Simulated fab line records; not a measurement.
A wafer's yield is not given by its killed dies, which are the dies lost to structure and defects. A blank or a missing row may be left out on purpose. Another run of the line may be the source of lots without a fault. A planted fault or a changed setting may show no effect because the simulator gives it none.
Which tool is to blame?	flow n5 finfet	69 wafers from 23 lots sampled at 6 of the route's 1938 steps

WHAT EACH GAUGE READ, for each wafer
N5_MOL_CONTACT_COAG_CD_MEAS_137 targets a cd of 16 nm. Usual: cd nm reads 16.0 nm (standard deviation 0.32).
lot	measured	on	cd nm (nm)	flag
L075	day 5 08:54	cd sem-01	15.9 15.9 16.4	
L076	day 5 18:22	cd sem-01	16.0 16.2 16.5	
L077	day 5 23:39	cd sem-01	16.1 15.5 16.1	
L078	day 6 07:25	cd sem-01	16.6 16.1 15.4	
L079	day 6 11:46	cd sem-03	15.9 16.2 16.2	
L080	day 6 18:44	cd sem-02	16.4 15.6 16.3	
L081	day 7 00:45	cd sem-01	15.7 15.4 16.0	
L082	day 7 09:28	cd sem-01	16.1 16.4 16.3	
L083	day 7 15:55	cd sem-02	15.2 15.5 15.3	
L084	day 7 22:13	cd sem-03	15.6 15.9 15.9	
L085	day 8 03:01	cd sem-02	16.2 16.2 15.6	
L086	day 8 07:01	cd sem-03	16.2 16.1 15.9	
L087	day 8 10:29	cd sem-02	15.6 16.1 16.2	
L088	day 8 22:02	cd sem-03	16.1 16.0 16.0	
L089	day 8 23:12	cd sem-01	15.9 15.8 16.1	
L090	day 9 10:07	cd sem-01	16.1 16.2 15.6	
L091	day 9 10:20	cd sem-03	16.0 15.8 15.4	
L092	day 9 17:52	cd sem-01	15.7 15.7 16.3	
L093	day 10 00:12	cd sem-01	15.8 16.0 16.0	
L094	day 10 07:53	cd sem-03	15.7 16.3 16.4	
L095	day 10 10:13	cd sem-03	15.5 16.2 16.0	
L096	day 10 18:02	cd sem-02	15.8 15.5 15.8	
L097	day 11 00:29	cd sem-03	15.7 15.9 15.8	

EACH LOT AND THE TOOL THAT RAN IT (in order: tool; ch and the chambers of the sampled wafers; start)
lot	N5_MOL_CONTACT_COAG_ALD_123	N5_MOL_CONTACT_COAG_ETCH_89	N5_MOL_CONTACT_COAG_ALD_131	N5_MOL_CONTACT_COAG_ETCHBACK_132	N5_MOL_CONTACT_COAG_STRIP_96
L075	ald sin-04 ch 0,1,2, day 5 07:02	rie diel-02 ch 0,2, day 5 08:07	ald sin-01 ch 0,1,2, day 5 08:13	rie diel-03 ch 0,3, day 5 08:24	rie diel-03 ch 0,3, day 5 08:38
L076	ald sin-02 ch 1,2,3, day 5 16:16	rie diel-03 ch 2,3, day 5 17:16	ald sin-04 ch 0,2, day 5 17:41	rie diel-04 ch 0,1,3, day 5 17:52	rie diel-04 ch 0,1,3, day 5 18:06
L077	ald sin-01 ch 1,2,3, day 5 21:41	rie diel-04 ch 0,2,3, day 5 22:53	ald sin-04 ch 2,3, day 5 22:59	rie diel-02 ch 1,2, day 5 23:09	rie diel-02 ch 1,2, day 5 23:23
L078	ald sin-04 ch 0,1,2, day 6 04:43	rie diel-02 ch 0,2,3, day 6 06:34	ald sin-04 ch 1,2,3, day 6 06:40	rie diel-03 ch 0,2,3, day 6 06:56	rie diel-03 ch 0,2,3, day 6 07:09
L079	ald sin-04 ch 1,2,3, day 6 08:46	rie diel-02 ch 1,2,3, day 6 10:56	ald sin-02 ch 0,1,2, day 6 11:05	rie diel-03 ch 0,2,3, day 6 11:16	rie diel-03 ch 0,2,3, day 6 11:29
L080	ald sin-02 ch 1,2,3, day 6 16:48	rie diel-02 ch 1,2,3, day 6 17:56	ald sin-02 ch 0,3, day 6 18:02	rie diel-02 ch 0,2,3, day 6 18:13	rie diel-02 ch 0,2,3, day 6 18:26
L081	ald sin-02 ch 1,2,3, day 6 22:13	rie diel-02 ch 0,1,3, day 6 23:29	ald sin-04 ch 0,2,3, day 7 00:05	rie diel-04 ch 2,3, day 7 00:16	rie diel-04 ch 2,3, day 7 00:29
L082	ald sin-04 ch 1,2,3, day 7 07:23	rie diel-04 ch 1,2, day 7 08:37	ald sin-04 ch 0,2, day 7 08:43	rie diel-03 ch 2,3, day 7 08:56	rie diel-03 ch 2,3, day 7 09:10
L083	ald sin-04 ch 0,2, day 7 14:06	rie diel-04 ch 0,1, day 7 15:08	ald sin-04 ch 0,1,3, day 7 15:14	rie diel-02 ch 0,1, day 7 15:25	rie diel-02 ch 0,1, day 7 15:38
L084	ald sin-01 ch 0,2,3, day 7 20:11	rie diel-03 ch 1,3, day 7 21:19	ald sin-04 ch 1,2,3, day 7 21:25	rie diel-02 ch 0,1,2, day 7 21:42	rie diel-02 ch 0,1,2, day 7 21:55
L085	ald sin-02 ch 1,2,3, day 8 00:32	rie diel-04 ch 0,1,2, day 8 01:43	ald sin-02 ch 0,2,3, day 8 02:20	rie diel-04 ch 2,3, day 8 02:31	rie diel-04 ch 2,3, day 8 02:44
L086	ald sin-04 ch 0,1,3, day 8 04:53	rie diel-02 ch 0,1,3, day 8 06:09	ald sin-04 ch 1,2,3, day 8 06:15	rie diel-02 ch 0,1,2, day 8 06:31	rie diel-02 ch 0,1,2, day 8 06:44
L087	ald sin-04 ch 0,1,2, day 8 08:29	rie diel-03 ch 0,1,3, day 8 09:43	ald sin-02 ch 0,1,3, day 8 09:49	rie diel-03 ch 0,1,3, day 8 09:59	rie diel-03 ch 0,1,3, day 8 10:13
L088	ald sin-01 ch 1,3, day 8 20:05	rie diel-02 ch 0,1,3, day 8 21:13	ald sin-02 ch 0,2,3, day 8 21:19	rie diel-02 ch 0,1,2, day 8 21:30	rie diel-02 ch 0,1,2, day 8 21:43
L089	ald sin-01 ch 0,1,3, day 8 21:06	rie diel-03 ch 1,2,3, day 8 22:05	ald sin-02 ch 0,1,3, day 8 22:32	rie diel-04 ch 0,1,3, day 8 22:43	rie diel-04 ch 0,1,3, day 8 22:56
L090	ald sin-02 ch 1,3, day 9 08:14	rie diel-03 ch 1,3, day 9 09:19	ald sin-02 ch 0,1,3, day 9 09:25	rie diel-04 ch 1,2,3, day 9 09:35	rie diel-04 ch 1,2,3, day 9 09:49
L091	ald sin-04 ch 1,2,3, day 9 08:29	rie diel-04 ch 1,2,3, day 9 09:29	ald sin-04 ch 1,2,3, day 9 09:35	rie diel-03 ch 0,2, day 9 09:51	rie diel-03 ch 0,2, day 9 10:04
L092	ald sin-04 ch 1,2,3, day 9 16:02	rie diel-03 ch 0,2,3, day 9 17:02	ald sin-04 ch 0,2,3, day 9 17:08	rie diel-03 ch 0,2,3, day 9 17:19	rie diel-03 ch 0,2,3, day 9 17:33
L093	ald sin-04 ch 1,2, day 9 22:18	rie diel-02 ch 0,2,3, day 9 23:25	ald sin-02 ch 0,2,3, day 9 23:31	rie diel-03 ch 1,2, day 9 23:42	rie diel-03 ch 1,2, day 9 23:55
L094	ald sin-01 ch 0,1,3, day 10 05:58	rie diel-03 ch 1,2,3, day 10 07:07	ald sin-02 ch 1,2,3, day 10 07:13	rie diel-03 ch 1,3, day 10 07:23	rie diel-03 ch 1,3, day 10 07:37
L095	ald sin-02 ch 0,1,2, day 10 08:13	rie diel-02 ch 0,3, day 10 09:15	ald sin-02 ch 1,3, day 10 09:22	rie diel-02 ch 0,3, day 10 09:34	rie diel-02 ch 0,3, day 10 09:55
L096	ald sin-02 ch 0,1,2, day 10 14:33	rie diel-04 ch 0,3, day 10 16:48	ald sin-04 ch 0,2,3, day 10 17:07	rie diel-02 ch 0,2,3, day 10 17:32	rie diel-02 ch 0,2,3, day 10 17:46
L097	ald sin-04 ch 0,2,3, day 10 19:52	rie diel-02 ch 2,3, day 10 23:40	ald sin-02 ch 0,1,3, day 10 23:46	rie diel-02 ch 0,3, day 10 23:59	rie diel-02 ch 0,3, day 11 00:13
- N5_MOL_CONTACT_COAG_ALD_123: deposits SiNx, target thk 5 nm, pulse time 1 s, purge time 2 s.
- N5_MOL_CONTACT_COAG_ETCH_89: etches underlayer in N2/H2, target depth 13 nm, time 10.4 s.
- N5_MOL_CONTACT_COAG_ALD_131: deposits SiO2, target thk 5 nm, pulse time 1 s, co reactant pulse time 1 s.
- N5_MOL_CONTACT_COAG_ETCHBACK_132: etches SiO2 in CHF3, target depth 10 nm, time 6.7 s.
- N5_MOL_CONTACT_COAG_STRIP_96: strips in N2/H2.

AS READ BY THE TOOLS THEMSELVES (means over the sampled wafers that have a number; for cases with no such wafer, the mark the record gives instead)
N5_MOL_CONTACT_COAG_ALD_123. Usual: heater power w 853 W, standard deviation 60; precursor pulse height rel 1.000, standard deviation 0.021.
lot	tool	heater power w (W)	precursor pulse height rel	flag
L075	ald sin-04	892	1.024	
L076	ald sin-02	853	1.002	
L077	ald sin-01	832	1.004	
L078	ald sin-04	888	1.027	
L079	ald sin-04	892	0.997	
L080	ald sin-02	862	0.993	
L081	ald sin-02	843	1.017	
L082	ald sin-04	893	1.004	
L083	ald sin-04	886	1.003	
L084	ald sin-01	856	1.000	
L085	ald sin-02	863	0.991	
L086	ald sin-04	827	1.013	
L087	ald sin-04	888	1.006	
L088	ald sin-01	874	1.003	
L089	ald sin-01	825	0.990	
L090	ald sin-02	855	0.997	
L091	ald sin-04	870	1.004	
L092	ald sin-04	875	0.983	
L093	ald sin-04	864	0.982	
L094	ald sin-01	845	0.978	
L095	ald sin-02	863	0.995	
L096	ald sin-02	853	1.008	
L097	ald sin-04	867	1.023	

N5_MOL_CONTACT_COAG_ETCH_89. Usual: drypump motor current A 5.8 A, standard deviation 0.38; etch rf on time s 10.33 s, standard deviation 0.2; oes product au 0.69 a.u., standard deviation 0.08; rf vpp V 524.1 V, standard deviation 2.5; showerhead plenum p Torr 2.55 Torr, standard deviation 0.084; throttle valve pct 17.77 %, standard deviation 0.18.
lot	tool	drypump motor current A (A)	etch rf on time s (s)	oes product au (a.u.)	rf vpp V (V)	showerhead plenum p Torr (Torr)	throttle valve pct (%)	flag
L075	rie diel-02	5.9	10.12	0.75	522.3	2.54	17.74	
L076	rie diel-03	5.7	10.17	0.72	525.0	2.56	17.81	
L077	rie diel-04	5.8	10.29	0.72	524.1	2.56	17.66	
L078	rie diel-02	6.0	10.39	0.68	524.2	2.56	17.76	
L079	rie diel-02	5.9	10.37	0.62	522.5	2.50	17.82	
L080	rie diel-02	5.9	10.47	0.62	523.0	2.50	17.82	
L081	rie diel-02	5.9	10.31	0.66	524.5	2.54	17.71	
L082	rie diel-04	5.9	10.27	0.64	525.9	2.60	17.89	
L083	rie diel-04	5.6	10.34	0.74	527.5	2.67	17.52	
L084	rie diel-03	6.1	10.50	0.74	525.3	2.59	17.77	
L085	rie diel-04	5.8	10.32	0.68	526.1	2.61	17.74	
L086	rie diel-02	5.9	10.27	0.65	524.3	2.54	17.72	
L087	rie diel-03	6.1	10.35	0.77	525.1	2.56	17.77	
L088	rie diel-02	5.9	10.30	0.65	523.3	2.53	17.73	
L089	rie diel-03	5.7	10.31	0.77	524.1	2.55	17.72	
L090	rie diel-03	6.2	10.37	0.74	524.9	2.59	17.82	
L091	rie diel-04	5.8	10.25	0.65	523.3	2.54	17.87	
L092	rie diel-03	5.6	10.22	0.77	523.2	2.51	17.70	
L093	rie diel-02	6.0	10.44	0.66	524.0	2.55	17.80	
L094	rie diel-03	5.7	10.38	0.74	523.0	2.55	17.72	
L095	rie diel-02	6.0	10.29	0.69	524.6	2.59	17.70	
L096	rie diel-04	5.5	10.22	0.71	524.1	2.53	17.62	
L097	rie diel-02	6.0	10.47	0.61	522.2	2.50	17.96	

N5_MOL_CONTACT_COAG_ALD_131. Usual: heater power w 79 W, standard deviation 4.7; precursor pulse height rel 1.000, standard deviation 0.021.
lot	tool	heater power w (W)	precursor pulse height rel	flag
L075	ald sin-01	73	1.014	
L076	ald sin-04	82	1.003	
L077	ald sin-04	80	0.999	
L078	ald sin-04	83	0.996	
L079	ald sin-02	79	0.981	
L080	ald sin-02	78	0.992	
L081	ald sin-04	82	1.016	
L082	ald sin-04	87	1.003	
L083	ald sin-04	78	1.012	
L084	ald sin-04	82	0.992	
L085	ald sin-02	78	1.001	
L086	ald sin-04	81	0.987	
L087	ald sin-02	78	0.992	
L088	ald sin-02	78	1.014	
L089	ald sin-02	79	1.026	
L090	ald sin-02	78	1.001	
L091	ald sin-04	81	1.013	
L092	ald sin-04	81	1.013	
L093	ald sin-02	78	0.993	
L094	ald sin-02	80	1.007	
L095	ald sin-02	80	0.996	
L096	ald sin-04	81	1.003	
L097	ald sin-02	78	1.001	

N5_MOL_CONTACT_COAG_ETCHBACK_132. Usual: drypump motor current A 5.8 A, standard deviation 0.43; oes product au 0.80 a.u., standard deviation 0.097; rf vpp V 528 V, standard deviation 13; showerhead plenum p Torr 2.39 Torr, standard deviation 0.076; throttle valve pct 18.68 %, standard deviation 0.16.
lot	tool	drypump motor current A (A)	oes product au (a.u.)	rf vpp V (V)	showerhead plenum p Torr (Torr)	throttle valve pct (%)	flag
L075	rie diel-03	5.9	0.75	537	2.38	18.83	
L076	rie diel-04	5.6	0.86	522	2.45	18.53	
L077	rie diel-02	5.7	0.72	510	2.27	18.75	
L078	rie diel-03	5.5	0.75	533	2.37	18.86	
L079	rie diel-03	5.5	0.75	535	2.37	18.87	
L080	rie diel-02	6.0	0.79	528	2.39	18.59	
L081	rie diel-04	6.0	0.76	515	2.35	18.82	
L082	rie diel-03	5.2	0.74	534	2.37	18.90	
L083	rie diel-02	5.8	0.83	530	2.36	18.61	
L084	rie diel-02	5.8	0.77	519	2.32	18.70	
L085	rie diel-04	5.8	0.79	509	2.34	18.67	
L086	rie diel-02	5.8	0.77	519	2.32	18.70	
L087	rie diel-03	6.0	0.90	537	2.40	18.65	
L088	rie diel-02	5.8	0.77	520	2.32	18.71	
L089	rie diel-04	5.6	0.82	521	2.45	18.56	
L090	rie diel-04	5.8	0.76	519	2.38	18.72	
L091	rie diel-03	5.1	0.94	530	2.34	18.57	
L092	rie diel-03	5.5	0.89	535	2.36	18.61	
L093	rie diel-03	5.3	0.92	531	2.38	18.64	
L094	rie diel-03	6.1	0.85	539	2.41	18.70	
L095	rie diel-02	6.0	0.80	540	2.43	18.56	
L096	rie diel-02	6.0	0.77	529	2.38	18.65	
L097	rie diel-02	6.2	0.74	539	2.43	18.56	

N5_MOL_CONTACT_COAG_STRIP_96. Usual: bias power w 28.02 W (standard deviation 0.09); drypump motor current A 5.8 A (standard deviation 0.43); oes product au 0.80 a.u. (standard deviation 0.096); power w 499.8 W (standard deviation 1.6); rf vpp V 121.9 V (standard deviation 1.3); showerhead plenum p Torr 3.36 Torr (standard deviation 0.1); throttle valve pct 18.9 % (standard deviation 0.31).
lot	tool	bias power w (W)	drypump motor current A (A)	oes product au (a.u.)	power w (W)	rf vpp V (V)	showerhead plenum p Torr (Torr)	throttle valve pct (%)	flag
L075	rie diel-03	27.95	5.9	0.76	500.1	121.1	3.35	19.3	
L076	rie diel-04	28.09	5.6	0.87	499.2	122.2	3.44	18.8	
L077	rie diel-02	27.96	5.7	0.71	499.7	120.5	3.21	18.8	
L078	rie diel-03	28.04	5.6	0.75	499.5	121.7	3.34	19.1	
L079	rie diel-03	28.03	5.6	0.74	498.2	121.2	3.33	19.1	
L080	rie diel-02	27.98	6.0	0.80	500.2	122.6	3.38	18.9	
L081	rie diel-04	28.16	6.1	0.76	499.4	122.1	3.30	19.0	
L082	rie diel-03	28.09	5.2	0.74	500.3	122.6	3.33	18.9	
L083	rie diel-02	28.04	5.8	0.82	499.4	122.8	3.33	18.8	
L084	rie diel-02	28.08	5.8	0.77	501.2	121.1	3.27	18.9	
L085	rie diel-04	28.01	5.8	0.79	501.4	121.4	3.28	19.0	
L086	rie diel-02	28.02	5.8	0.77	499.6	121.8	3.27	18.9	
L087	rie diel-03	28.01	6.1	0.89	500.1	122.9	3.38	19.0	
L088	rie diel-02	27.96	5.8	0.76	498.3	120.4	3.27	18.9	
L089	rie diel-04	27.94	5.6	0.82	498.5	123.2	3.43	18.9	
L090	rie diel-04	28.02	5.8	0.76	500.8	122.1	3.35	19.1	
L091	rie diel-03	28.01	5.1	0.94	499.7	121.4	3.28	18.7	
L092	rie diel-03	28.06	5.5	0.90	499.4	121.2	3.32	18.9	
L093	rie diel-03	28.02	5.3	0.90	501.2	121.3	3.33	18.6	
L094	rie diel-03	27.96	6.2	0.84	501.0	123.0	3.40	18.9	
L095	rie diel-02	28.08	6.0	0.81	499.9	122.1	3.42	18.9	
L096	rie diel-02	27.98	6.1	0.76	500.0	121.5	3.36	19.0	
L097	rie diel-02	27.90	6.2	0.75	498.6	123.3	3.43	18.8	

THE ANSWER, worked out from the rows above alone
Rule: a lot is off if the mean of its wafers that have a number lies more than 3 standard deviations from the usual mean. Also off: a lot with no number at a reading for which 4 or more lots have one. All remaining lots with rows at the step are treated as sound. The gauges are gone through in route order, then the tools' own readings, and for those a lot's mean is taken as printed above. At the first step where some lot is off, the reading lying furthest off is the one used; lots without a number count as furthest.
No lot is off at any reading shown: from this, nothing can be told.

WHAT THE SIMULATOR HAD PUT IN
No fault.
